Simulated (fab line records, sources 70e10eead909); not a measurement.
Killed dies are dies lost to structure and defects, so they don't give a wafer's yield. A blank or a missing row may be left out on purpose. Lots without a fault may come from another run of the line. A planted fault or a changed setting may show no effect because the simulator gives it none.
fab line records | flow nand_harc
record lots=5 wafers=15 last_day=32
route steps=1302 shown A_SLIT@927 A_SIN_REMOVE@947 END@1302
lots that met no fault: from a run of the same line without faults
start_h: hours from the record's first day to the start of the lot's first wafer shown | wait_h: hours since the lot's step before | " the same as in the row above | L1.1+2: a row that stands for several wafers | - no value, or no start given | * or withheld: withheld | < > ~ a bound
route shown NAME@n: a module of which the file shows steps, and the number in the route of the first | usual: mean/standard deviation of fault-free wafers | same: alike in all rows | chamber/n: place in a boat | sites: the reading at each site | _std_site: their standard deviation | _edge_site: outer sites' mean less inner sites' | radius_mm: how far each site lies from the wafer's centre | mask NAME#n: copy n | behind: the tool/chamber that last shaped the wafer | hold: why the lot was held/for how many hours/how that ended | device: the transistor (n, p or np) that didn't switch | end of line: the same wafers' tests at the end of the route | a step without rows: its recipe alone | killed: dies lost to structure and defects at the first sort, not the wafer's yield | map: a wafer's dies, x killed, . not, _ none there
set.NAME: the setting as run; set.NAME@STEP: as run at that earlier step | model.NAME: the simulator's own value behind a step, which no gauge read
lots at some steps of the route; a table a step, a row a wafer
services: from which hour (start_h, from the record's first day; less than 0 if before it) a tool's chamber was out of use, for how many hours, and why
## steps
# step NHARC_A_SLIT_COAT_03
# recipe spin_rpm=1500 resist_thk_nm=90
# step NHARC_A_SLIT_SOFTBAKE_04
# recipe temp_c=105 time_s=55
# step NHARC_A_SLIT_EBR_05
# step NHARC_A_SLIT_EXPOSE_06
# recipe na=1.35 dose_mj=60.82 mask_id=SLIT
# step NHARC_A_SLIT_PEB_07
# recipe peb_temp_c=100 peb_time_s=65
# step NHARC_A_SLIT_DEVELOP_08
# recipe develop_time_s=35 dev_temp_c=23
# step NHARC_A_SLIT_CD_MEAS_09
# recipe target_cd_nm=300 landing_energy_ev=500
# usual cd_nm=300.3/0.55
# columns lot.wafer tool chamber start_h wait_h cd_nm
L323.1 cd_sem-01 0 458.69 - 300.7
L323.2 " 0 " " 301.1
L323.6 " 0 " " 300.8
L324.1 cd_sem-03 0 465.97 - 299.9
L324.2 " 0 " " 300.4
L324.5 " 0 " " 300.8
L329.3 cd_sem-03 0 508.47 - 300.1
L329.5 " 0 " " 300.3
L329.6 " 0 " " 300.5
L334.1 cd_sem-02 0 551.98 - 299.8
L334.3 " 0 " " 300.8
L334.4 " 0 " " 300.8
L344.3 cd_sem-03 0 659.83 - 299.5
L344.5 " 0 " " 301.3
L344.6 " 0 " " 300.7
# step NHARC_A_SLIT_OVL_MEAS_10
# usual overlay_x_nm=0.2/0.99 overlay_y_nm=0.0/0.79
# columns lot.wafer tool chamber start_h wait_h overlay_x_nm overlay_y_nm
L323.1 overlay-01 - 458.78 - 1.4 0.7
L323.2 " - " " 1.4 0.5
L323.6 " - " " 1.4 0.2
L324.1 overlay-01 - 466.05 - -0.4 -0.6
L324.2 " - " " -0.5 -1.2
L324.5 " - " " -1.0 -0.4
L329.3 overlay-02 - 508.56 - -1.1 0.9
L329.5 " - " " -1.2 1.0
L329.6 " - " " -0.9 0.7
L334.1 overlay-01 - 552.07 - -0.4 -0.6
L334.3 " - " " -1.1 -1.1
L334.4 " - " " -0.8 -0.9
L344.3 overlay-01 - 659.91 - 1.6 1.1
L344.5 " - " " 2.0 2.0
L344.6 " - " " 1.1 1.4
# step NHARC_A_SLIT_INSPECT_11
# usual raw_defect_count=54/28
# columns lot.wafer tool chamber start_h wait_h raw_defect_count
L323.1 defect_inspect-02 - 458.81 0.0 63
L323.2 " - " " 51
L323.6 " - " " 68
L324.1 defect_inspect-01 - 466.09 0.0 64
L324.2 " - " " 61
L324.5 " - " " 56
L329.3 defect_inspect-02 - 508.59 0.0 60
L329.5 " - " " 54
L329.6 " - " " 57
L334.1 defect_inspect-02 - 552.10 0.0 37
L334.3 " - " " 39
L334.4 " - " " 42
L344.3 defect_inspect-02 - 659.95 0.0 15
L344.5 " - " " 17
L344.6 " - " " 12
# step NHARC_A_SLIT_DESCUM_14
# recipe time_s=3 o2_flow_sccm=200 ar_flow_sccm=0 bias_power_w=0 chemistry=O2
# usual drypump_motor_current_A=5.9/0.46 oes_product_au=0.996/0.012 rf_vpp_V=57.8/0.88 showerhead_plenum_p_Torr=1.89/0.079 throttle_valve_pct=11.312/0.0089
# columns lot.wafer tool chamber start_h wait_h drypump_motor_current_A oes_product_au rf_hours_counter_h rf_vpp_V showerhead_plenum_p_Torr throttle_valve_pct
L323.1 rie_diel-13 2 458.89 0.1 5.9 1.018 8 57.5 1.86 11.314
L323.2 " 3 " " 5.7 0.994 6 57.6 1.90 11.320
L323.6 " 2 " " 5.9 1.013 - 56.9 1.86 11.329
L324.2 rie_diel-13 3 466.16 0.1 5.7 0.996 8 57.6 1.90 11.312
L324.1 " 1 " " 6.0 1.000 6 58.6 2.03 11.305
L324.5 " 2 " " 5.9 1.009 - 57.0 1.86 11.320
L329.3 rie_diel-06 1 508.66 0.1 5.5 1.005 1 57.9 1.80 11.316
L329.6 " 0 " " 6.4 0.983 - 57.4 1.80 11.307
L329.5 " 1 " " 5.5 1.009 - 56.6 1.80 11.307
L334.3 rie_diel-06 3 552.16 0.1 6.6 1.001 3 57.8 1.92 11.301
L334.1 " 1 " " 5.5 0.995 3 57.4 1.79 11.315
L334.4 " 2 " " 6.7 0.998 - 58.1 1.85 11.314
L344.3 rie_diel-08 0 660.01 0.1 6.1 1.015 7 58.6 2.01 11.308
L344.5 " 3 " " 5.7 0.974 - 57.0 1.80 11.313
L344.6 " 0 " " 6.1 1.007 - 58.2 2.01 11.320
# step NHARC_A_SLIT_ETCH_24
# recipe target_depth_a=1210 time_s=60.5 cf4_flow_sccm=100 chf3_flow_sccm=30 ar_flow_sccm=0 rf_w=500 bias_w=200 chemistry=CF4/CHF3
# usual drypump_motor_current_A=6.0/0.45 oes_product_au=0.959/0.018 rf_vpp_V=370.1/2.2 showerhead_plenum_p_Torr=1.56/0.063 throttle_valve_pct=16.802/0.01
# columns lot.wafer tool chamber start_h wait_h drypump_motor_current_A oes_product_au rf_hours_counter_h rf_vpp_V showerhead_plenum_p_Torr throttle_valve_pct
L323.1 rie_diel-13 3 458.98 0.1 5.7 0.961 6 370.7 1.56 16.801
L323.2 " 0 " " 6.5 0.935 5 372.2 1.64 16.793
L323.6 " 3 " " 5.7 0.955 - 370.8 1.56 16.792
L324.1 rie_diel-13 2 466.24 0.1 5.9 0.992 9 367.7 1.53 16.803
L324.2 " 3 " " 5.7 0.953 8 369.3 1.56 16.787
L324.5 " 2 " " 5.9 0.975 - 369.3 1.53 16.791
L329.3 rie_diel-06 2 508.74 0.1 6.7 0.969 0 366.9 1.53 16.792
L329.6 " 1 " " 5.5 0.964 - 368.1 1.48 16.781
L329.5 " 2 " " 6.7 0.961 - 368.4 1.53 16.806
L334.3 rie_diel-06 2 552.27 0.1 6.6 0.948 3 370.2 1.52 16.822
L334.1 " 1 " " 5.5 0.958 3 368.1 1.48 16.797
L334.4 " 3 " " 6.6 0.958 - 370.7 1.58 16.771
L344.3 rie_diel-08 1 660.10 0.1 5.7 0.970 6 367.9 1.52 16.799
L344.5 " 0 " " 6.1 0.971 - 372.4 1.65 16.789
L344.6 " 1 " " 5.7 0.972 - 368.5 1.52 16.802
# step NHARC_A_SLIT_ETCH_15
# recipe target_depth_a=62000 over_etch_frac=0.3 time_s=1612 ion_energy_ev=150 o2_flow_sccm=400 cos_flow_sccm=20 ar_flow_sccm=0 rf_w=500 bias_w=300 chemistry=O2/COS
# usual drypump_motor_current_A=6.0/0.46 oes_product_au=0.994/0.012 rf_vpp_V=313.7/1.8 showerhead_plenum_p_Torr=3.09/0.12 throttle_valve_pct=28.331/0.0095
# columns lot.wafer tool chamber start_h wait_h drypump_motor_current_A oes_product_au rf_hours_counter_h rf_vpp_V showerhead_plenum_p_Torr throttle_valve_pct
L323.1 rie_diel-13 0 - - 6.5 0.976 5 315.2 3.25 28.321
L323.2 " 3 " " 5.7 0.996 6 313.7 3.10 28.351
L323.6 " 3 " " 5.7 0.995 - 313.6 3.10 28.316
L324.1 rie_diel-13 0 - - 6.5 0.988 7 315.6 3.24 28.340
L324.2 " 2 " " 5.9 1.011 10 313.0 3.03 28.322
L324.5 " 1 " " 6.0 1.002 - 317.4 3.31 28.326
L329.3 rie_diel-06 1 - - 5.5 1.007 1 312.6 2.94 28.340
L329.6 " 1 " " 5.5 1.009 - 311.7 2.94 28.349
L329.5 " 2 " " 6.7 0.992 - 312.7 3.03 28.313
L334.1 rie_diel-06 3 - - 6.6 0.996 3 314.3 3.13 28.329
L334.3 " 1 " " 5.5 0.995 3 311.1 2.94 28.332
L334.4 " 1 " " 5.5 0.996 - 311.0 2.94 28.342
L344.3 rie_diel-08 2 - - 5.2 1.000 7 315.0 3.13 28.337
L344.5 " 1 " " 5.7 1.010 - 312.1 3.01 28.332
L344.6 " 2 " " 5.2 0.992 - 314.3 3.13 28.359
# step NHARC_A_SLIT_ETCH_17
# recipe bias_v=900 source_w=withheld pressure_mtorr=20 ar_flow_sccm=375 c4f8_flow_sccm=83.3 o2_flow_sccm=41.7 time_s=4254.5 target_depth_a=2.03e+05 chemistry=C4F8/O2/Ar
# usual drypump_motor_current_A=5.5/0.45 showerhead_plenum_p_Torr=3.68/0.13 throttle_valve_pct=32.047/0.009
# columns lot.wafer tool chamber start_h wait_h drypump_motor_current_A rf_hours_counter_h showerhead_plenum_p_Torr throttle_valve_pct model.A_SLIT.cd_nm
L323.2 har_etch-01 0 460.39 - 5.3 245 3.66 32.048 288.3
L323.1 " 1 " " 6.3 245 3.58 32.029 288.3
L323.6 " 0 462.76 - 5.3 - 3.66 32.049 288.3
L324.2 har_etch-02 0 467.83 - 5.1 46 3.68 32.056 289.5
L324.1 " 1 " " 5.4 46 3.91 32.040 289.5
L324.5 " 1 470.85 - 5.4 - 3.91 32.042 289.5
L329.3 har_etch-02 1 511.72 - 5.4 - 3.90 32.056 290.2
L329.5 " 0 " " 5.1 - 3.67 32.034 290.2
L329.6 " 1 " " 5.4 - 3.90 32.036 290.2
L334.1 har_etch-02 0 553.68 - 5.0 95 3.66 32.048 289.6
L334.4 " 0 554.90 - 5.0 - 3.66 32.047 289.6
L334.3 " 1 " " 5.4 - 3.89 32.034 289.6
L344.3 har_etch-02 0 664.28 - 5.1 - 3.62 32.047 282
L344.5 " 1 " " 5.4 - 3.85 32.039 282
L344.6 " 0 " " 5.1 - 3.62 32.045 282
# step NHARC_A_SLIT_ETCH_26
# recipe bias_v=400 source_w=2000 pressure_mtorr=25 time_s=90 ar_flow_sccm=375 c4f8_flow_sccm=41.7 o2_flow_sccm=83.3 target_depth_a=4000 chemistry=C4F8/O2/Ar
# usual drypump_motor_current_A=5.5/0.45 showerhead_plenum_p_Torr=3.71/0.14 throttle_valve_pct=27.619/0.01
# columns lot.wafer tool chamber start_h wait_h drypump_motor_current_A rf_hours_counter_h showerhead_plenum_p_Torr throttle_valve_pct
L323.2 har_etch-01 0 463.95 3.0 5.4 248 3.69 27.603
L323.1 " 1 " " 6.3 248 3.61 27.614
L323.6 " 0 " " 5.3 - 3.69 27.619
L324.2 har_etch-02 0 471.46 3.0 5.1 49 3.72 27.634
L324.1 " 1 " " 5.4 49 3.95 27.630
L324.5 " 1 " " 5.4 - 3.95 27.619
L329.3 har_etch-02 1 513.63 1.3 5.4 - 3.94 27.619
L329.5 " 0 " " 5.1 - 3.70 27.627
L329.6 " 1 " " 5.4 - 3.94 27.624
L334.1 har_etch-02 0 557.34 3.1 5.1 98 3.69 27.613
L334.4 " 0 " " 5.1 - 3.69 27.633
L334.3 " 1 " " 5.5 - 3.92 27.623
L344.3 har_etch-02 0 666.22 1.3 5.1 - 3.65 27.614
L344.5 " 1 " " 5.4 - 3.88 27.632
L344.6 " 0 " " 5.1 - 3.65 27.625
# step NHARC_A_SLIT_STRIP_28
# recipe o2_flow_sccm=400 cos_flow_sccm=20 ar_flow_sccm=0 bias_w=0 chemistry=O2/COS
# step NHARC_A_SLIT_ETCH_29
# recipe target_depth_a=1000 overetch_a=100 time_s=55 ion_energy_ev=100 cf4_flow_sccm=80 o2_flow_sccm=20 ar_flow_sccm=0 rf_w=300 bias_w=100 chemistry=CF4/O2
# usual drypump_motor_current_A=6.0/0.47 oes_product_au=0.996/0.012 rf_vpp_V=197.4/1.4 showerhead_plenum_p_Torr=1.32/0.054 throttle_valve_pct=13.398/0.01
# columns lot.wafer tool chamber start_h wait_h drypump_motor_current_A oes_product_au rf_hours_counter_h rf_vpp_V showerhead_plenum_p_Torr throttle_valve_pct model.A_SLIT.cd_nm
L323.2 rie_diel-08 3 464.83 0.1 5.6 0.994 6 196.0 1.26 13.377 286.9
L323.1 " 0 " " 6.1 1.013 5 197.8 1.40 13.391 289.2
L323.6 " 0 " " 6.1 1.010 - 198.1 1.40 13.385 289.3
L324.1 rie_diel-06 0 472.36 0.1 6.4 0.985 8 197.1 1.26 13.412 290.1
L324.2 " 3 " " 6.7 0.998 9 197.1 1.34 13.406 290.9
L324.5 " 2 " " 6.7 1.012 - 196.3 1.29 13.397 290.4
L329.3 rie_diel-06 1 514.44 0.1 5.5 0.993 1 195.5 1.25 13.405 291
L329.5 " 2 " " 6.7 0.978 - 196.6 1.29 13.404 290.8
L329.6 " 3 " " 6.7 1.003 - 199.1 1.34 13.422 290.8
L334.1 rie_diel-06 1 558.23 0.1 5.5 0.988 4 197.5 1.25 13.404 290.1
L334.4 " 2 " " 6.7 0.993 4 195.7 1.29 13.405 290.4
L334.3 " 3 " " 6.7 0.991 4 198.6 1.34 13.403 290.6
L344.3 rie_diel-08 2 667.01 0.1 5.2 0.990 8 198.7 1.34 13.386 285.1
L344.6 " 2 " " 5.2 0.995 - 196.8 1.34 13.409 285.1
L344.5 " 3 " " 5.6 0.990 - 195.4 1.26 13.404 284.8
# step NHARC_A_SLIT_STRIP_18
# recipe o2_flow_sccm=500 ar_flow_sccm=0 bias_w=0 chemistry=O2
# usual drypump_motor_current_A=6.0/0.47 oes_product_au=0.995/0.012 rf_vpp_V=57.6/0.95 showerhead_plenum_p_Torr=3.49/0.13 throttle_valve_pct=17.035/0.0089
# columns lot.wafer tool chamber start_h wait_h drypump_motor_current_A oes_product_au rf_hours_counter_h rf_vpp_V showerhead_plenum_p_Torr throttle_valve_pct
L323.2 rie_diel-08 1 - - 5.7 0.985 3 58.2 3.41 17.026
L323.1 " 0 " " 6.1 1.006 5 59.6 3.70 17.028
L323.6 " 2 " " 5.2 0.996 - 57.9 3.54 17.044
L324.1 rie_diel-06 0 - - 6.5 0.981 8 57.1 3.34 17.036
L324.2 " 3 " " 6.7 0.991 9 57.7 3.54 17.034
L324.5 " 3 " " 6.6 1.006 - 58.8 3.54 17.038
L329.3 rie_diel-06 2 - - 6.8 0.994 1 56.5 3.42 17.034
L329.6 " 2 " " 6.7 0.987 - 56.7 3.42 17.037
L329.5 " 3 " " 6.6 1.007 - 58.4 3.54 17.033
L334.4 rie_diel-06 1 - - 5.5 0.993 4 58.0 3.32 17.018
L334.3 " 3 " " 6.6 1.000 4 55.9 3.54 17.036
L334.1 " 0 " " 6.4 0.973 3 56.3 3.33 17.014
L344.3 rie_diel-08 2 - - 5.2 0.998 8 57.2 3.53 17.029
L344.5 " 3 " " 5.7 0.984 - 55.7 3.34 17.046
L344.6 " 0 " " 6.1 1.008 - 58.1 3.70 17.032
# step NHARC_A_SLIT_PRECLEAN_19
# recipe time_s=* temp_c=50 bath_age_min=0 chemistry=SC1
# step NHARC_A_SLIT_SRD_20
# step NHARC_A_SLIT_CD_MEAS_21
# usual cd_nm=289.2/1.3
# columns lot.wafer tool chamber start_h wait_h cd_nm
L323.1 cd_sem-03 - 465.37 - 288.6
L323.2 " - " " 286.7
L323.6 " - " " 290.0
L324.1 cd_sem-02 - 472.97 - 289.5
L324.2 " - " " 291.5
L324.5 " - " " 290.6
L329.3 cd_sem-01 - 515.00 - 290.0
L329.5 " - " " 290.8
L329.6 " - " " 289.7
L334.1 cd_sem-02 - 558.76 - 289.6
L334.3 " - " " 290.3
L334.4 " - " " 290.0
L344.3 cd_sem-02 - 667.59 0.1 285.3
L344.5 " - " " 284.4
L344.6 " - " " 283.6
# step NHARC_A_SIN_REMOVE_WET_00
# recipe temp_c=160 time_s=15300 chemistry=H3PO4
# step NHARC_END_SORT_01
# recipe temp_c=25
# usual killed_at_array=58/22 killed_at_other=1.0/1.3 killed_at_periphery=5/3.4 killed_dies=64/22 killed_open=3.6/1.8 killed_short=2.4/1.7
# same gross_dies=677
# columns lot.wafer tool chamber start_h wait_h killed_at_array killed_at_other killed_at_periphery killed_dies killed_open killed_short
L323.1 prober-01 0 569.54 2.5 71 0 6 77 3 3
L323.2 prober-01 0 570.33 2.8 62 0 2 64 6 3
L323.6 prober-01 0 573.48 3.9 61 1 0 62 4 2
L324.1 prober-02 0 574.02 2.5 45 0 10 55 0 1
L324.2 prober-02 0 574.82 2.8 54 1 8 63 4 5
L324.5 prober-02 0 577.20 3.7 49 0 8 57 4 2
L329.3 prober-02 0 623.86 3.1 48 1 9 58 5 5
L329.5 prober-02 0 625.45 3.7 51 0 11 62 6 4
L329.6 prober-02 0 626.24 4.0 44 3 8 55 9 0
L334.1 prober-01 0 666.89 2.5 34 0 11 45 1 2
L334.3 prober-01 0 668.50 3.1 38 0 6 44 5 4
L334.4 prober-01 0 669.30 3.4 38 0 2 40 0 4
L344.3 prober-02 0 773.45 3.1 23 0 6 29 2 3
L344.5 prober-02 0 775.04 3.7 23 0 9 32 4 0
L344.6 prober-02 0 775.84 4.0 29 0 3 32 5 4
# killed by level:class
L323.1 A_CHANNEL_HOLE_D2:chamber_film_flake=29 A_SLIT:chamber_film_flake=26 A_WL_FILL:chamber_film_flake=4 A_CONTACT:chamber_film_flake=4 P_GATE:chamber_film_flake=3 P_BONDPAD:chamber_film_flake=3 A_ONON_D1:geometric_particle:short=1 A_CHANNEL_FILL_D1:geometric_particle:short=1
L323.2 A_CHANNEL_HOLE_D2:chamber_film_flake=31 A_SLIT:chamber_film_flake=20 A_CONTACT:chamber_film_flake=3 A_CHANNEL_FILL_D1:geometric_particle:open=2 A_BLC:geometric_particle:open=2 P_CONTACT:geometric_particle:open=1 P_M0:geometric_particle:short=1 A_CHANNEL_HOLE_D1:geometric_particle:open=1
L323.6 A_CHANNEL_HOLE_D2:chamber_film_flake=33 A_SLIT:chamber_film_flake=19 A_CONTACT:chamber_film_flake=2 A_CHANNEL_FILL_D1:geometric_particle:open=1 A_CHANNEL_FILL_D2:geometric_particle:open=1 A_WL_FILL:geometric_particle:open=1 A_WL_FILL:geometric_particle:short=1 A_M0:geometric_particle:open=1
L324.1 A_CHANNEL_HOLE_D1:chamber_film_flake=28 A_CHANNEL_HOLE_D2:chamber_film_flake=7 A_CONTACT:chamber_film_flake=5 P_ZERO_WELL:chamber_film_flake=4 P_CONTACT:chamber_film_flake=4 P_BONDPAD:chamber_film_flake=2 A_STAIRCASE:chamber_film_flake=2 A_CHANNEL_FILL_D2:geometric_particle:short=1
L324.2 A_CHANNEL_HOLE_D1:chamber_film_flake=34 A_CHANNEL_HOLE_D2:chamber_film_flake=5 A_CONTACT:chamber_film_flake=4 P_BONDPAD:chamber_film_flake=3 P_CONTACT:chamber_film_flake=2 A_STAIRCASE:chamber_film_flake=2 P_CONTACT:geometric_particle:open=1 P_M2:geometric_particle:open=1
L324.5 A_CHANNEL_HOLE_D1:chamber_film_flake=34 A_CHANNEL_HOLE_D2:chamber_film_flake=4 P_STI:chamber_film_flake=3 A_CHANNEL_FILL_D2:geometric_particle:open=2 P_ZERO_WELL:chamber_film_flake=2 P_BONDPAD:chamber_film_flake=2 A_STAIRCASE:chamber_film_flake=2 A_CONTACT:chamber_film_flake=2
L329.3 A_CHANNEL_HOLE_D2:chamber_film_flake=31 A_CHANNEL_HOLE_D1:chamber_film_flake=3 A_M0:geometric_particle:open=2 P_STI:chamber_film_flake=2 P_GATE:chamber_film_flake=2 A_STAIRCASE:chamber_film_flake=2 A_SLIT:chamber_film_flake=2 P_GATE:geometric_particle:open=1
L329.5 A_CHANNEL_HOLE_D2:chamber_film_flake=35 P_GATE:chamber_film_flake=4 P_STI:chamber_film_flake=3 A_DECK1_JOINT:geometric_particle:open=2 A_WL_FILL:geometric_particle:short=2 P_ZERO_WELL:chamber_film_flake=2 A_CHANNEL_HOLE_D1:chamber_film_flake=2 P_GATE:geometric_particle:open=1
L329.6 A_CHANNEL_HOLE_D2:chamber_film_flake=32 A_ONON_D2:geometric_particle:open=3 A_CHANNEL_HOLE_D1:chamber_film_flake=3 P_M0:geometric_particle:open=2 P_GATE:chamber_film_flake=2 A_SLIT:chamber_film_flake=2 A_CONTACT:chamber_film_flake=2 THIN_TSV:chamber_film_flake=2
L334.1 A_CHANNEL_HOLE_D2:chamber_film_flake=13 P_GATE:chamber_film_flake=8 A_CHANNEL_HOLE_D1:chamber_film_flake=8 A_CONTACT:chamber_film_flake=5 A_SGD_CUT:chamber_film_flake=2 P_CONTACT:geometric_particle:short=1 A_SGD_CUT:geometric_particle:short=1 A_BLC:geometric_particle:open=1
L334.3 A_CHANNEL_HOLE_D2:chamber_film_flake=18 A_SLIT:chamber_film_flake=4 A_CONTACT:chamber_film_flake=4 A_CHANNEL_HOLE_D1:chamber_film_flake=3 P_CONTACT:geometric_particle:open=2 P_GATE:chamber_film_flake=2 A_STAIRCASE:chamber_film_flake=2 P_STI:geometric_particle:short=1
L334.4 A_CHANNEL_HOLE_D2:chamber_film_flake=21 A_CHANNEL_HOLE_D1:chamber_film_flake=8 A_DECK1_JOINT:geometric_particle:short=2 A_WL_FILL:geometric_particle:short=2 P_GATE:chamber_film_flake=2 A_SLIT:chamber_film_flake=2 A_CONTACT:chamber_film_flake=2 A_SGD_CUT:chamber_film_flake=1
L344.3 A_SLIT:chamber_film_flake=6 P_GATE:chamber_film_flake=4 A_CHANNEL_HOLE_D1:chamber_film_flake=4 A_STAIRCASE:chamber_film_flake=3 A_M1:chamber_film_flake=3 A_CHANNEL_FILL_D2:geometric_particle:short=2 P_GATE:geometric_particle:open=1 P_M1:geometric_particle:open=1
L344.5 A_SLIT:chamber_film_flake=9 P_GATE:chamber_film_flake=6 A_STAIRCASE:chamber_film_flake=4 A_CHANNEL_HOLE_D1:unspecified=3 A_DECK1_JOINT:chamber_film_flake=2 P_CONTACT:geometric_particle:open=1 P_M0:geometric_particle:open=1 P_M2:geometric_particle:open=1
L344.6 A_SLIT:chamber_film_flake=7 A_CONTACT:chamber_film_flake=7 P_GATE:chamber_film_flake=3 A_DECK1_JOINT:geometric_particle:open=2 A_ONON_D2:geometric_particle:open=2 A_CHANNEL_HOLE_D2:chamber_film_flake=2 A_ONON_D2:geometric_particle:short=1 A_CHANNEL_FILL_D2:geometric_particle:short=1
## services
# columns tool chamber start_h hours kind
rie_diel-06 0 438.70 - clean
rie_diel-06 1 438.70 - clean
rie_diel-06 2 438.70 - clean
rie_diel-06 3 438.70 - clean
rie_diel-13 1 445.13 20.7 repair
rie_diel-06 0 463.20 - clean
rie_diel-06 1 463.20 - clean
rie_diel-06 2 463.20 - clean
rie_diel-06 3 463.20 - clean
rie_diel-06 1 467.64 21.6 repair
rie_diel-06 - 484.20 9.0 pm
rie_diel-06 0 484.20 9.0 vent_cycle
rie_diel-06 2 484.20 9.0 vent_cycle
rie_diel-06 3 484.20 9.0 vent_cycle
rie_diel-06 0 493.20 - clean
rie_diel-06 1 493.20 - clean
rie_diel-06 2 493.20 - clean
rie_diel-06 3 493.20 - clean
rie_diel-13 2 505.23 4.4 repair
rie_diel-13 - 519.04 9.0 pm
rie_diel-08 - 544.80 9.0 pm
rie_diel-06 0 551.68 6.0 repair
rie_diel-06 0 618.96 2.4 repair
rie_diel-06 - 661.20 9.0 pm
## key
first_sign step=NHARC_A_SLIT_CD_MEAS_21 reading=cd_nm direction=down sigmas=3.6 usual=289.2 struck=284.4
effect none on later readings
model_effect step=NHARC_A_SLIT_ETCH_17 value=A_SLIT.cd_nm without=289.9 struck=282
model_effect step=NHARC_A_SLIT_ETCH_29 value=A_SLIT.cd_nm without=289.7 struck=285
met_at NHARC_A_SLIT_ETCH_17
struck_wafers L344.3,L344.5,L344.6
tester_left_out L344
onset_between 553.68 664.28
also_fits time
fault kind=process_parameter_drift tool=har_etch-02 chamber=- onset_h=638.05 steps=NHARC_A_SLIT_ETCH_17 channel=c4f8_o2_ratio offset=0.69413 shape=step end_h=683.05 acts_in=these_recipes_only stated=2
# tester_left_out: of these lots the tester's yield and bins aren't shown, on N5 and GAA mostly nor the transistor test; their killed dies are dies lost to structure and defects alone, not to doping, threshold or leakage, so they don't give the yield
